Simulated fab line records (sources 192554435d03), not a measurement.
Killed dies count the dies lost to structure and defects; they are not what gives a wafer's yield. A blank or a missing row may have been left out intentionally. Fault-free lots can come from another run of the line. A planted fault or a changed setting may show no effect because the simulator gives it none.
Matching of chambers / flow n5 finfet / N5_HKMG_FIN_ALD_74 on ald hk-02 has 4 sister chambers
The step deposits La2O3, target thk 0.5 nm, pulse time 6 s, co reactant pulse time 1 s. 8 wafers are shown with their chamber, then 8 later ones without.

## WAFERS, EACH WITH ITS CHAMBER
wafer=L078.1; chamber=0; heater power w (W)=337; precursor pulse height rel=1.011
wafer=L079.2; chamber=3; heater power w (W)=290; precursor pulse height rel=1.013
wafer=L079.4; chamber=1; heater power w (W)=305; precursor pulse height rel=1.009
wafer=L079.5; chamber=2; heater power w (W)=389; precursor pulse height rel=1.005
wafer=L083.3; chamber=1; heater power w (W)=313; precursor pulse height rel=0.986
wafer=L083.4; chamber=0; heater power w (W)=334; precursor pulse height rel=0.984
wafer=L083.5; chamber=2; heater power w (W)=389; precursor pulse height rel=1.012
wafer=L090.3; chamber=3; heater power w (W)=285; precursor pulse height rel=0.964

## WAFERS WITH NO CHAMBER GIVEN
wafer=L090.4; heater power w (W)=310; precursor pulse height rel=0.998
wafer=L090.6; heater power w (W)=388; precursor pulse height rel=0.976
wafer=L092.1; heater power w (W)=306; precursor pulse height rel=1.010
wafer=L092.2; heater power w (W)=285; precursor pulse height rel=1.018
wafer=L092.3; heater power w (W)=332; precursor pulse height rel=1.003
wafer=L093.3; heater power w (W)=313; precursor pulse height rel=0.971
wafer=L093.4; heater power w (W)=394; precursor pulse height rel=0.991
wafer=L093.6; heater power w (W)=391; precursor pulse height rel=1.022

## THE CHAMBER EACH PASSED THROUGH
wafer=L090.4; from the rows above=1; in truth=1
wafer=L090.6; from the rows above=2; in truth=2
wafer=L092.1; from the rows above=1; in truth=1
wafer=L092.2; from the rows above=3; in truth=3
wafer=L092.3; from the rows above=0; in truth=0
wafer=L093.3; from the rows above=1; in truth=1
wafer=L093.4; from the rows above=2; in truth=2
wafer=L093.6; from the rows above=2; in truth=2
Correct placement for 8 of the 8. Number that these rows cannot place: 0. Wrongly placed: 0.
How it was worked out, from the rows above alone: a wafer's distance from a chamber is the root of the sum, over the readings, of the square of ((its reading less the chamber's mean) divided by the reading's scatter). The wafer belongs to the nearest chamber; if the next one is less than 2 further off, it can't be placed. For every chamber, the mean is computed from those of its wafers that are shown. The scatter: take each reading less its chamber's mean, square it, sum over the shown wafers, divide by the number of wafers less the number of chambers, and take the root.
